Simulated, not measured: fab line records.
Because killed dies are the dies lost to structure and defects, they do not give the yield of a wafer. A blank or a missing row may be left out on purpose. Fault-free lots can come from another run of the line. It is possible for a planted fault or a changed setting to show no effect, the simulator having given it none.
fab line records	flow n5Finfet
record: lots: 24	wafers: 72	lastDay: 18
route steps=1938 shown BEOL_M0_SAQP@654 BEOL_M0@732 BEOL_M1@752
lots untouched by any fault: they come from a run of this same line in which no faults occurred
startH: hours from the record's first day to the start of the lot's first wafer shown	waitH: hours elapsed since this lot's preceding step	" repeats the value in the row above	L1.1+2: several wafers, shown together as one row	- no value present, or no start provided	* or withheld: withheld	< > ~ a bound
route shown NAME@n: a module of which the file shows steps, and the number in the route of the first	usual: mean/standard deviation taken from wafers without a fault	same: alike in all rows	chamber/n: place in a boat	sites: each site's reading	_std_site: the standard deviation of these	_edge_site: inner sites' mean taken away from outer sites' mean	radiusMm: for every site, how far away it sits from the centre of the wafer	mask NAME#n: copy n	behind: tool/chamber where the wafer was last shaped	hold: cause of the lot's hold/its duration in hours/its outcome	device: which transistor (n, p or np) failed to switch	end of line: the tests these same wafers got at the end of their route	a step with no rows: only its recipe	killed: dies lost to structure and defects at the first sort, not the wafer's yield	map: per-die view of a wafer (x killed, . not killed, _ where there is no die)
set.NAME: the run value of the setting; set.NAME@STEP: its run value at that earlier step	model.NAME: the simulator's own value behind a step, which no gauge read
the route's steps for a sample of lots (tables are steps, rows are wafers)
services: a tool's chamber out of use, with start hour (startH, from the record's first day; less than 0 if before it), hours out, and reason
== steps ==
step: N5_BEOL_M0_SAQP_ETCH_84
recipe: chemistry: N2/H2	target: SOC	targetDepthA: 1000	overetchA: 200	maskMaterial: SiARC	tempC: 40	timeS: 150	ionEnergyEv: 200	pressureMtorr: 30	sourceW: 840	biasW: 150	n2FlowSccm: 200	h2FlowSccm: 200
usual: drypumpMotorCurrentA: 5.9/0.42	oesProductAu: 0.69/0.054	rfVppV: 524.2/2.7	showerheadPlenumPTorr: 2.56/0.096	throttleValvePct: 17.83/0.23
lot.wafer	tool	chamber	startH	waitH	drypumpMotorCurrentA	oesProductAu	rfHoursCounterH	rfVppV	showerheadPlenumPTorr	throttleValvePct
L074.3	rieDiel-06	1	110.74	0.0	5.8	0.81	19	526.5	2.61	17.73
L074.4	"	3	"	"	6.3	0.73	65	524.2	2.59	17.94
L074.5	"	2	"	"	6.4	0.66	-	523.1	2.51	17.67
L075.2	rieDiel-06	2	115.91	0.0	6.4	0.66	181	524.0	2.51	17.69
L075.5	"	3	"	"	6.3	0.73	-	525.0	2.59	17.94
L075.6	"	2	"	"	6.4	0.67	-	523.3	2.51	17.67
L076.1	rieDiel-01	2	130.69	0.0	6.3	0.67	159	520.4	2.44	17.65
L076.4	"	1	"	"	6.3	0.70	136	527.6	2.65	17.30
L076.6	"	2	"	"	6.4	0.67	-	519.4	2.44	17.65
L077.3	rieDiel-06	1	143.17	0.0	5.8	0.78	30	525.0	2.60	17.75
L077.5	"	0	"	"	4.9	0.63	-	519.9	2.38	18.26
L077.6	"	3	"	"	6.3	0.72	-	522.9	2.59	17.95
L078.1	rieDiel-06	3	146.05	0.0	6.3	0.73	77	524.4	2.59	17.95
L078.2	"	0	"	"	4.9	0.63	239	519.6	2.38	18.27
L078.5	"	0	"	"	4.9	0.63	-	520.6	2.38	18.27
L079.3	rieDiel-05	0	147.58	0.0	5.5	0.69	125	521.4	2.44	18.06
L079.4	"	3	"	"	5.8	0.66	177	527.9	2.64	17.99
L079.6	"	0	"	"	5.6	0.68	-	520.8	2.44	18.06
L080.3	rieDiel-06	1	147.62	0.0	5.8	0.78	31	524.3	2.60	17.74
L080.4	"	0	"	"	4.9	0.63	239	518.3	2.38	18.27
L080.5	"	0	"	"	4.9	0.63	-	519.9	2.38	18.28
L081.1	rieDiel-01	2	151.68	0.0	6.4	0.66	166	520.2	2.44	17.64
L081.5	"	1	"	"	6.3	0.70	-	528.4	2.65	17.33
L081.6	"	2	"	"	6.3	0.66	-	521.6	2.44	17.64
L082.2	rieDiel-01	2	157.79	0.0	6.4	0.66	169	522.6	2.44	17.66
L082.3	"	3	"	"	5.7	0.65	191	526.8	2.63	17.85
L082.6	"	1	"	"	6.3	0.69	-	526.8	2.65	17.32
L083.2	rieDiel-05	0	164.64	0.0	5.5	0.68	130	520.5	2.44	18.06
L083.5	"	3	"	"	5.8	0.65	-	525.4	2.64	17.99
L083.6	"	2	"	"	5.6	0.61	-	525.8	2.61	18.01
L084.1	rieDiel-05	0	173.05	0.0	5.5	0.68	132	521.5	2.44	18.06
L084.3	"	1	"	"	6.1	0.64	216	519.0	2.41	17.50
L084.4	"	2	"	"	5.6	0.60	235	525.7	2.61	18.02
L085.1	rieDiel-01	2	174.46	0.0	6.3	0.65	173	521.5	2.44	17.66
L085.4	"	3	"	"	5.7	0.64	195	526.2	2.63	17.83
L085.6	"	2	"	"	6.3	0.66	-	521.3	2.44	17.67
L086.1	rieDiel-01	1	192.18	0.0	6.3	0.69	157	526.5	2.64	17.35
L086.3	"	0	"	"	5.5	0.72	76	528.3	2.69	17.85
L086.5	"	3	"	"	5.7	0.65	-	526.4	2.63	17.87
L087.1	rieDiel-06	2	194.73	0.0	6.4	0.64	205	524.4	2.50	17.71
L087.4	"	1	"	"	5.9	0.76	46	524.4	2.60	17.78
L087.5	"	2	"	"	6.4	0.64	-	522.5	2.50	17.70
L088.1	rieDiel-06	1	200.47	0.0	5.8	0.76	47	527.1	2.60	17.77
L088.3	"	2	"	"	6.3	0.65	205	523.4	2.50	17.72
L088.4	"	3	"	"	6.3	0.71	93	524.0	2.58	17.98
L089.1	rieDiel-06	1	205.79	0.1	5.8	0.76	49	524.9	2.60	17.79
L089.4	"	1	"	"	5.9	0.75	-	523.7	2.60	17.79
L089.5	"	1	"	"	5.8	0.75	-	524.8	2.60	17.77
L090.1	rieDiel-06	3	210.67	0.1	6.3	0.71	93	523.5	2.58	17.97
L090.2	"	1	"	"	5.8	0.75	52	525.9	2.59	17.76
L090.5	"	1	"	"	5.9	0.75	-	525.5	2.59	17.78
L091.2	rieDiel-01	2	215.06	0.0	6.4	0.65	183	521.8	2.43	17.67
L091.3	"	1	"	"	6.3	0.69	163	525.4	2.64	17.35
L091.6	"	3	"	"	5.8	0.64	-	526.0	2.63	17.87
L092.2	rieDiel-01	0	217.64	0.0	5.5	0.73	83	527.9	2.68	17.85
L092.3	"	1	"	"	6.3	0.69	164	526.2	2.64	17.35
L092.4	"	3	"	"	5.7	0.64	208	525.4	2.63	17.87
L093.1	rieDiel-05	3	226.77	0.0	5.8	0.64	202	526.8	2.63	18.04
L093.3	"	0	"	"	5.5	0.66	150	521.5	2.43	18.09
L093.6	"	1	"	"	6.1	0.63	-	520.7	2.41	17.54
L094.2	rieDiel-06	2	228.35	0.0	6.4	0.64	207	525.4	2.50	17.71
L094.3	"	1	"	"	5.8	0.74	61	525.6	2.59	17.80
L094.5	"	2	"	"	6.3	0.65	-	521.8	2.50	17.72
L095.1	rieDiel-05	3	236.11	0.0	5.8	0.64	204	525.2	2.63	18.04
L095.3	"	1	"	"	6.1	0.63	236	519.4	2.41	17.54
L095.4	"	3	"	"	5.8	0.64	-	526.9	2.63	18.04
L097.1	rieDiel-05	0	245.18	0.0	5.5	0.65	157	521.5	2.43	18.09
L097.3	"	2	"	"	5.6	0.87	2	525.6	2.60	17.59
L097.5	"	3	"	"	5.8	0.63	-	527.3	2.63	18.05
L096.1	rieDiel-06	3	248.69	0.0	6.3	0.69	110	524.8	2.57	18.00
L096.3	"	1	"	"	5.9	0.74	69	523.1	2.59	17.81
L096.5	"	1	"	"	5.8	0.73	-	525.7	2.59	17.82
step: N5_BEOL_M0_SAQP_ETCH_106
recipe: chemistry: N2/H2	target: SOC	targetDepthA: 1500	stopOn: SiNx	ionEnergyEv: 100	biasW: 61	pressureMtorr: 30	sourceW: 850	n2FlowSccm: 200	h2FlowSccm: 200
usual: drypumpMotorCurrentA: 5.9/0.4	oesProductAu: 0.74/0.062	rfVppV: 240.7/1.5	showerheadPlenumPTorr: 2.54/0.1	throttleValvePct: 17.84/0.24
lot.wafer	tool	chamber	startH	waitH	drypumpMotorCurrentA	oesProductAu	rfHoursCounterH	rfVppV	showerheadPlenumPTorr	throttleValvePct
L074.3	rieDiel-06	0	112.93	-	4.9	0.68	228	239.8	2.39	18.25
L074.4	"	3	"	"	6.3	0.81	66	240.9	2.59	17.91
L074.5	"	2	"	"	6.4	0.72	-	242.2	2.51	17.65
L075.2	rieDiel-05	2	118.55	-	5.6	0.68	218	241.0	2.62	17.98
L075.5	"	0	"	"	5.5	0.77	-	240.1	2.45	18.02
L075.6	"	3	"	"	5.8	0.72	-	242.0	2.65	17.97
L076.1	rieDiel-05	2	134.43	-	5.6	0.68	223	242.1	2.61	17.99
L076.4	"	3	"	"	5.8	0.72	172	242.3	2.65	17.98
L076.6	"	2	"	"	5.6	0.68	-	241.8	2.61	17.99
L077.3	rieDiel-01	0	146.04	-	5.5	0.83	61	243.4	2.70	17.82
L077.5	"	3	"	"	5.7	0.71	-	240.9	2.63	17.82
L077.6	"	0	"	"	5.5	0.83	-	242.7	2.70	17.82
L078.1	rieDiel-05	3	148.26	-	5.8	0.72	177	241.8	2.64	17.99
L078.2	"	2	"	"	5.6	0.68	228	241.6	2.61	18.00
L078.5	"	3	"	"	5.8	0.72	-	242.2	2.64	17.98
L079.3	rieDiel-06	2	150.07	-	6.4	0.71	191	239.7	2.51	17.67
L079.4	"	3	"	"	6.3	0.80	78	241.7	2.59	17.93
L079.6	"	3	"	"	6.3	0.79	-	240.7	2.59	17.94
L080.3	rieDiel-06	3	150.57	-	6.3	0.80	79	241.7	2.59	17.93
L080.4	"	0	"	"	4.9	0.68	240	239.0	2.38	18.26
L080.5	"	1	"	"	5.9	0.86	-	242.2	2.60	17.76
L081.1	rieDiel-06	0	154.00	-	4.9	0.67	241	238.6	2.38	18.26
L081.5	"	0	"	"	4.9	0.68	-	238.7	2.38	18.27
L081.6	"	1	"	"	5.8	0.86	-	241.1	2.60	17.75
L082.2	rieDiel-01	2	159.99	-	6.3	0.73	169	237.4	2.44	17.65
L082.3	"	0	"	"	5.5	0.82	66	242.7	2.69	17.83
L082.6	"	0	"	"	5.5	0.83	-	243.5	2.69	17.81
L083.2	rieDiel-05	3	167.08	-	5.8	0.71	183	242.7	2.64	18.00
L083.5	"	2	"	"	5.6	0.68	-	242.4	2.61	18.02
L083.6	"	1	"	"	6.1	0.70	-	238.7	2.41	17.49
L084.1	rieDiel-06	2	175.90	-	6.4	0.71	197	240.8	2.51	17.70
L084.3	"	0	"	"	5.0	0.68	247	238.7	2.38	18.28
L084.4	"	3	"	"	6.3	0.79	86	241.3	2.58	17.95
L085.1	rieDiel-06	0	177.34	-	4.9	0.68	248	238.9	2.38	18.27
L085.4	"	1	"	"	5.8	0.86	40	241.0	2.60	17.74
L085.6	"	0	"	"	4.9	0.68	-	238.5	2.38	18.27
L086.1	rieDiel-05	2	194.40	-	5.6	0.68	242	240.8	2.60	18.03
L086.3	"	3	"	"	5.8	0.72	190	241.6	2.64	18.01
L086.5	"	3	"	"	5.8	0.72	-	241.1	2.64	17.98
L087.1	rieDiel-05	2	197.16	-	5.6	0.67	242	241.8	2.60	18.02
L087.4	"	1	"	"	6.1	0.69	222	238.6	2.41	17.50
L087.5	"	1	"	"	6.1	0.69	-	238.9	2.41	17.52
L088.1	rieDiel-05	1	203.52	-	6.1	0.70	224	238.9	2.41	17.50
L088.3	"	3	"	"	5.8	0.71	192	241.7	2.64	17.99
L088.4	"	2	"	"	5.6	0.67	244	240.2	2.60	18.04
L089.1	rieDiel-01	3	208.41	-	5.7	0.70	206	241.6	2.63	17.84
L089.4	"	1	"	"	6.3	0.77	161	242.8	2.64	17.34
L089.5	"	1	"	"	6.3	0.76	-	242.9	2.64	17.35
L090.1	rieDiel-06	1	212.94	-	5.8	0.83	54	242.8	2.59	17.79
L090.2	"	3	"	"	6.3	0.78	95	240.3	2.58	17.97
L090.5	"	3	"	"	6.3	0.78	-	241.4	2.58	17.97
L091.2	rieDiel-05	0	218.13	-	5.5	0.73	146	237.4	2.44	18.07
L091.3	"	2	"	"	5.6	0.66	249	241.0	2.60	18.03
L091.6	"	3	"	"	5.8	0.71	-	242.2	2.64	18.01
L092.2	rieDiel-01	3	220.14	-	5.7	0.70	209	241.9	2.63	17.85
L092.3	"	1	"	"	6.3	0.76	164	241.4	2.64	17.35
L092.4	"	2	"	"	6.4	0.72	184	238.8	2.43	17.68
L093.1	rieDiel-05	1	228.95	-	6.1	0.69	234	239.0	2.41	17.54
L093.3	"	3	"	"	5.8	0.70	202	241.3	2.63	18.03
L093.6	"	1	"	"	6.1	0.69	-	237.9	2.41	17.54
L094.2	rieDiel-05	1	232.19	-	6.1	0.68	235	239.2	2.41	17.52
L094.3	"	3	"	"	5.8	0.70	203	241.9	2.63	18.03
L094.5	"	0	"	"	5.5	0.74	-	240.0	2.43	18.07
L095.1	rieDiel-05	1	238.67	-	6.1	0.68	237	239.5	2.41	17.53
L095.3	"	3	"	"	5.8	0.70	206	240.8	2.63	18.04
L095.4	"	1	"	"	6.1	0.68	-	238.1	2.41	17.53
L097.1	rieDiel-06	3	247.90	-	6.3	0.77	109	238.8	2.57	18.01
L097.3	"	2	"	"	6.3	0.69	214	240.4	2.50	17.72
L097.5	"	0	"	"	4.9	0.98	-	243.5	2.70	17.80
L096.1	rieDiel-01	2	250.88	-	6.4	0.71	194	239.0	2.43	17.69
L096.3	"	0	"	"	5.5	0.79	92	241.8	2.68	17.88
L096.5	"	2	"	"	6.4	0.71	-	239.5	2.43	17.69
step: N5_BEOL_M0_SAQP_ALD_48
recipe: material: SiO2	targetThkA: 200	tempC: 100	aldPrecursorFamily: BDEAS	aldCoReactant: O2-plasma	pulseTimeS: 1	coReactantPulseTimeS: 1	purgeTimeS: 2	coReactantPurgeTimeS: 2	aldCycles: 139	pressureTorr: 2
usual: heaterPowerW: 79/5.4	precursorPulseHeightRel: 0.998/0.02
same: coReactantPurgeTimeS: 2
lot.wafer	tool	chamber	startH	waitH	heaterPowerW	precursorPulseHeightRel
L074.3	aldSin-01	0	115.50	0.0	87	0.985
L074.4	"	2	"	"	81	0.984
L074.5	"	3	"	"	83	1.014
L075.2	aldSin-01	0	120.84	0.4	85	1.031
L075.5	"	0	"	"	85	1.001
L075.6	"	3	"	"	84	0.991
L076.1	aldSin-02	0	136.19	0.0	70	1.001
L076.4	"	1	"	"	78	1.001
L076.6	"	2	"	"	81	1.015
L077.3	aldSin-01	0	148.11	0.0	85	1.018
L077.5	"	1	"	"	86	1.018
L077.6	"	0	"	"	85	1.001
L078.1	aldSin-02	0	151.15	0.0	71	0.971
L078.2	"	1	"	"	81	0.991
L078.5	"	0	"	"	72	0.987
L079.3	aldSin-03	1	152.08	0.0	69	0.994
L079.4	"	3	"	"	83	1.006
L079.6	"	0	"	"	77	1.029
L080.3	aldSin-01	3	152.33	0.0	85	0.974
L080.4	"	2	"	"	82	0.980
L080.5	"	1	"	"	85	0.998
L081.1	aldSin-03	3	156.09	0.0	86	1.004
L081.5	"	0	"	"	78	0.996
L081.6	"	3	"	"	85	0.992
L082.2	aldSin-01	3	161.88	0.1	86	0.971
L082.3	"	0	"	"	85	0.984
L082.6	"	3	"	"	84	0.986
L083.2	aldSin-02	1	168.88	0.0	82	1.008
L083.5	"	2	"	"	81	0.955
L083.6	"	1	"	"	79	0.952
L084.1	aldSin-02	1	178.17	0.4	80	0.959
L084.3	"	3	"	"	72	0.983
L084.4	"	0	"	"	70	0.961
L085.1	aldSin-02	2	180.43	1.4	80	0.997
L085.4	"	1	"	"	78	0.970
L085.6	"	2	"	"	80	0.975
L086.1	aldSin-01	3	196.24	0.1	82	1.008
L086.3	"	0	"	"	78	1.034
L086.5	"	1	"	"	82	0.987
L087.1	aldSin-02	0	198.94	0.0	70	0.995
L087.4	"	1	"	"	78	1.000
L087.5	"	1	"	"	79	0.988
L088.1	aldSin-03	3	206.29	0.2	85	1.000
L088.3	"	0	"	"	78	0.995
L088.4	"	1	"	"	70	1.000
L089.1	aldSin-03	3	210.46	0.0	83	1.010
L089.4	"	1	"	"	71	1.025
L089.5	"	3	"	"	85	1.036
L090.1	aldSin-02	1	216.25	0.8	78	1.001
L090.2	"	0	"	"	69	1.011
L090.5	"	2	"	"	82	0.986
L091.2	aldSin-02	0	220.20	0.0	71	0.962
L091.3	"	3	"	"	70	1.005
L091.6	"	0	"	"	70	0.985
L092.2	aldSin-03	3	221.92	0.0	87	1.008
L092.3	"	1	"	"	71	1.026
L092.4	"	2	"	"	74	0.997
L093.1	aldSin-03	3	234.59	1.8	84	0.981
L093.3	"	2	"	"	75	0.952
L093.6	"	3	"	"	84	0.985
L094.2	aldSin-03	1	236.64	0.1	72	1.009
L094.3	"	2	"	"	73	0.972
L094.5	"	0	"	"	78	1.018
L095.1	aldSin-01	2	242.70	0.0	79	0.966
L095.3	"	3	"	"	84	0.992
L095.4	"	1	"	"	84	1.026
L097.1	aldSin-01	2	250.53	0.0	78	0.965
L097.3	"	0	"	"	82	1.003
L097.5	"	2	"	"	79	0.999
L096.1	aldSin-02	3	253.41	0.0	71	0.990
L096.3	"	1	"	"	80	0.986
L096.5	"	3	"	"	70	0.990
step: N5_BEOL_M0_SURFACE_TREAT_137
recipe: gas: Ar	timeS: *	ionEnergyEv: *	ionCurrentMaCm2: 0.5	pressureMtorr: *	arFlowSccm: 30
usual: throttleValvePct: *
lot.wafer	tool	chamber	startH	waitH	throttleValvePct
L074.3	pvdSputter-02	-	119.62	0.2	*
L074.4	"	-	"	"	*
L074.5	"	-	"	"	*
L075.2	pvdSputter-02	-	126.33	1.9	*
L075.5	"	-	"	"	*
L075.6	"	-	"	"	*
L076.1	pvdSputter-03	-	141.29	1.1	*
L076.4	"	-	"	"	*
L076.6	"	-	"	"	*
L077.3	pvdSputter-01	-	153.46	1.2	*
L077.5	"	-	"	"	*
L077.6	"	-	"	"	*
L079.3	pvdSputter-02	-	154.88	0.1	*
L079.4	"	-	"	"	*
L079.6	"	-	"	"	*
L080.3	pvdSputter-01	-	155.84	0.8	*
L080.4	"	-	"	"	*
L080.5	"	-	"	"	*
L078.1	pvdSputter-03	-	157.03	0.2	*
L078.2	"	-	"	"	*
L078.5	"	-	"	"	*
L081.1	pvdSputter-01	-	163.45	0.2	*
L081.5	"	-	"	"	*
L081.6	"	-	"	"	*
L082.2	pvdSputter-03	-	166.49	0.2	*
L082.3	"	-	"	"	*
L082.6	"	-	"	"	*
L083.2	pvdSputter-02	-	173.89	0.2	*
L083.5	"	-	"	"	*
L083.6	"	-	"	"	*
L084.1	pvdSputter-02	-	182.79	0.4	*
L084.3	"	-	"	"	*
L084.4	"	-	"	"	*
L085.1	pvdSputter-02	-	185.43	0.2	*
L085.4	"	-	"	"	*
L085.6	"	-	"	"	*
L086.1	pvdSputter-01	-	199.76	0.2	*
L086.3	"	-	"	"	*
L086.5	"	-	"	"	*
L087.1	pvdSputter-02	-	205.54	0.4	*
L087.4	"	-	"	"	*
L087.5	"	-	"	"	*
L088.1	pvdSputter-01	-	210.01	0.1	*
L088.3	"	-	"	"	*
L088.4	"	-	"	"	*
L089.1	pvdSputter-02	-	213.78	0.2	*
L089.4	"	-	"	"	*
L089.5	"	-	"	"	*
L090.1	pvdSputter-01	-	224.86	1.9	*
L090.2	"	-	"	"	*
L090.5	"	-	"	"	*
L092.2	pvdSputter-02	-	227.38	0.1	*
L092.3	"	-	"	"	*
L092.4	"	-	"	"	*
L091.2	pvdSputter-02	-	227.62	0.1	*
L091.3	"	-	"	"	*
L091.6	"	-	"	"	*
L093.1	pvdSputter-02	-	237.25	0.2	*
L093.3	"	-	"	"	*
L093.6	"	-	"	"	*
L094.2	pvdSputter-03	-	243.46	0.3	*
L094.3	"	-	"	"	*
L094.5	"	-	"	"	*
L095.1	pvdSputter-02	-	247.11	0.3	*
L095.3	"	-	"	"	*
L095.4	"	-	"	"	*
L097.1	pvdSputter-01	-	254.52	0.1	*
L097.3	"	-	"	"	*
L097.5	"	-	"	"	*
L096.1	pvdSputter-01	-	258.11	0.1	*
L096.3	"	-	"	"	*
L096.5	"	-	"	"	*
step: N5_BEOL_M0_PRE_CLEAN_131
recipe: gas: NH3/H2	timeS: 15	tempC: *	rfPowerW: 300
usual: heaterPowerW: 85/8
lot.wafer	tool	chamber	startH	waitH	heaterPowerW
L074.3	cvdCo-01	1	121.12	0.0	85
L074.4	"	0	"	"	96
L074.5	"	1	"	"	85
L075.2	cvdCo-01	0	130.12	0.3	94
L075.5	"	0	"	"	94
L075.6	"	2	"	"	79
L076.1	cvdCo-02	0	142.71	0.0	79
L076.4	"	2	"	"	90
L076.6	"	1	"	"	72
L077.3	cvdCo-01	0	155.12	0.3	98
L077.5	"	2	"	"	84
L077.6	"	0	"	"	95
L079.3	cvdCo-01	0	156.62	0.0	94
L079.4	"	2	"	"	80
L079.6	"	0	"	"	97
L080.3	cvdCo-01	0	157.36	0.0	97
L080.4	"	0	"	"	95
L080.5	"	2	"	"	80
L078.1	cvdCo-02	0	158.76	0.0	79
L078.2	"	2	"	"	90
L078.5	"	2	"	"	90
L081.1	cvdCo-01	2	164.83	0.0	83
L081.5	"	1	"	"	85
L081.6	"	2	"	"	84
L082.2	cvdCo-02	1	167.89	0.0	69
L082.3	"	0	"	"	77
L082.6	"	1	"	"	71
L083.2	cvdCo-01	2	176.46	0.0	81
L083.5	"	2	"	"	80
L083.6	"	1	"	"	87
L084.1	cvdCo-01	0	184.93	0.0	94
L084.3	"	1	"	"	85
L084.4	"	0	"	"	95
L085.1	cvdCo-01	1	186.89	0.0	86
L085.4	"	2	"	"	80
L085.6	"	1	"	"	84
L086.1	cvdCo-02	0	201.50	0.0	78
L086.3	"	2	"	"	93
L086.5	"	1	"	"	73
L087.1	cvdCo-02	0	206.88	0.0	78
L087.4	"	2	"	"	94
L087.5	"	0	"	"	78
L088.1	cvdCo-01	2	211.47	0.0	83
L088.3	"	0	"	"	95
L088.4	"	2	"	"	79
L089.1	cvdCo-02	0	215.15	0.0	80
L089.4	"	2	"	"	91
L089.5	"	0	"	"	77
L090.1	cvdCo-01	2	226.64	0.1	83
L090.2	"	1	"	"	84
L090.5	"	0	"	"	96
L092.2	cvdCo-02	2	230.30	0.1	90
L092.3	"	1	"	"	70
L092.4	"	1	"	"	70
L091.2	cvdCo-02	1	230.51	0.1	72
L091.3	"	0	"	"	79
L091.6	"	1	"	"	72
L093.1	cvdCo-01	2	239.28	0.0	81
L093.3	"	0	"	"	100
L093.6	"	0	"	"	95
L094.2	cvdCo-01	2	244.93	0.0	81
L094.3	"	0	"	"	99
L094.5	"	2	"	"	84
L095.1	cvdCo-02	1	248.53	0.0	73
L095.3	"	0	"	"	80
L095.4	"	1	"	"	72
L097.1	cvdCo-01	0	256.07	0.0	96
L097.3	"	1	"	"	86
L097.5	"	1	"	"	85
L096.1	cvdCo-01	2	261.21	0.0	82
L096.3	"	0	"	"	96
L096.5	"	0	"	"	98
step: N5_BEOL_M1_THK_MEAS_01
recipe: reads: SiOC_of_BEOL_M1_ILD_DEP_00
usual: M1_ILD_THK: 78.7/0.99
lot.wafer	tool	chamber	startH	waitH	M1_ILD_THK[nm]
L074.3	filmMetro-01	-	121.47	0.1	77.3
L074.4	"	-	"	"	79.5
L074.5	"	-	"	"	78.5
L075.2	filmMetro-01	-	130.47	0.1	77.2
L075.5	"	-	"	"	79.2
L075.6	"	-	"	"	79.4
L076.1	filmMetro-02	-	143.07	0.0	78.1
L076.4	"	-	"	"	79.0
L076.6	"	-	"	"	77.4
L077.3	filmMetro-01	-	155.47	0.1	78.9
L077.5	"	-	"	"	81.4
L077.6	"	-	"	"	80.1
L079.3	filmMetro-01	-	156.99	0.1	77.4
L079.4	"	-	"	"	78.7
L079.6	"	-	"	"	78.9
L080.3	filmMetro-01	-	157.72	0.1	78.8
L080.4	"	-	"	"	79.5
L080.5	"	-	"	"	78.3
L078.1	filmMetro-02	-	159.11	0.0	77.5
L078.2	"	-	"	"	76.1
L078.5	"	-	"	"	77.6
L081.1	filmMetro-02	-	165.18	0.0	78.6
L081.5	"	-	"	"	81.5
L081.6	"	-	"	"	80.0
L082.2	filmMetro-01	-	168.28	0.1	77.9
L082.3	"	-	"	"	78.0
L082.6	"	-	"	"	78.7
L083.2	filmMetro-02	-	176.81	0.1	78.0
L083.5	"	-	"	"	79.7
L083.6	"	-	"	"	79.3
L084.1	filmMetro-01	-	185.29	0.0	78.7
L084.3	"	-	"	"	77.4
L084.4	"	-	"	"	78.3
L085.1	filmMetro-01	-	187.28	0.0	78.8
L085.4	"	-	"	"	80.0
L085.6	"	-	"	"	79.9
L086.1	filmMetro-01	-	201.85	0.0	79.2
L086.3	"	-	"	"	77.6
L086.5	"	-	"	"	79.8
L087.1	filmMetro-01	-	207.25	0.0	77.9
L087.4	"	-	"	"	78.4
L087.5	"	-	"	"	79.6
L088.1	filmMetro-02	-	211.82	0.0	77.3
L088.3	"	-	"	"	76.4
L088.4	"	-	"	"	77.1
L089.1	filmMetro-01	-	215.50	0.0	77.8
L089.4	"	-	"	"	79.5
L089.5	"	-	"	"	79.2
L090.1	filmMetro-01	-	226.99	0.0	79.4
L090.2	"	-	"	"	78.7
L090.5	"	-	"	"	80.3
L092.2	filmMetro-01	-	230.69	0.1	79.0
L092.3	"	-	"	"	78.5
L092.4	"	-	"	"	80.0
L091.2	filmMetro-02	-	230.87	0.1	79.2
L091.3	"	-	"	"	79.0
L091.6	"	-	"	"	79.6
L093.1	filmMetro-01	-	239.64	0.0	79.0
L093.3	"	-	"	"	78.8
L093.6	"	-	"	"	79.8
L094.2	filmMetro-01	-	245.29	0.1	78.3
L094.3	"	-	"	"	78.5
L094.5	"	-	"	"	79.3
L095.1	filmMetro-01	-	248.92	0.0	79.2
L095.3	"	-	"	"	78.5
L095.4	"	-	"	"	79.7
L097.1	filmMetro-01	-	256.42	0.0	77.9
L097.3	"	-	"	"	77.8
L097.5	"	-	"	"	79.4
L096.1	filmMetro-01	-	261.58	0.0	77.9
L096.3	"	-	"	"	77.6
L096.5	"	-	"	"	79.9
== services ==
tool	chamber	startH	hours	kind
rieDiel-06	3	91.32	4.9	repair
aldSin-01	2	96.95	11.7	repair
aldSin-02	-	99.08	3.6	repair
aldSin-03	-	100.48	6.1	pm
cvdCo-02	-	108.31	2.8	repair
aldSin-03	-	115.30	6.0	pm
aldSin-02	-	119.38	2.8	pm
rieDiel-06	2	124.88	3.2	repair
cvdCo-02	-	127.37	2.8	pm
pvdSputter-01	-	137.17	2.2	repair
cvdCo-01	0	141.80	9.5	repair
rieDiel-05	0	157.45	2.8	repair
aldSin-01	-	177.12	14.0	pm
rieDiel-06	2	201.30	23.7	repair
rieDiel-06	3	202.27	7.3	repair
rieDiel-01	-	211.73	3.2	repair
aldSin-01	-	213.84	28.1	pm
rieDiel-06	0	226.90	-	clean
pvdSputter-01	-	231.67	2.2	repair
pvdSputter-01	-	236.50	2.7	repair
aldSin-02	2	239.54	22.8	repair
rieDiel-01	-	243.61	0.2	repair
aldSin-01	1	255.32	3.2	repair
aldSin-02	3	260.01	3.4	repair
== key ==
fault none
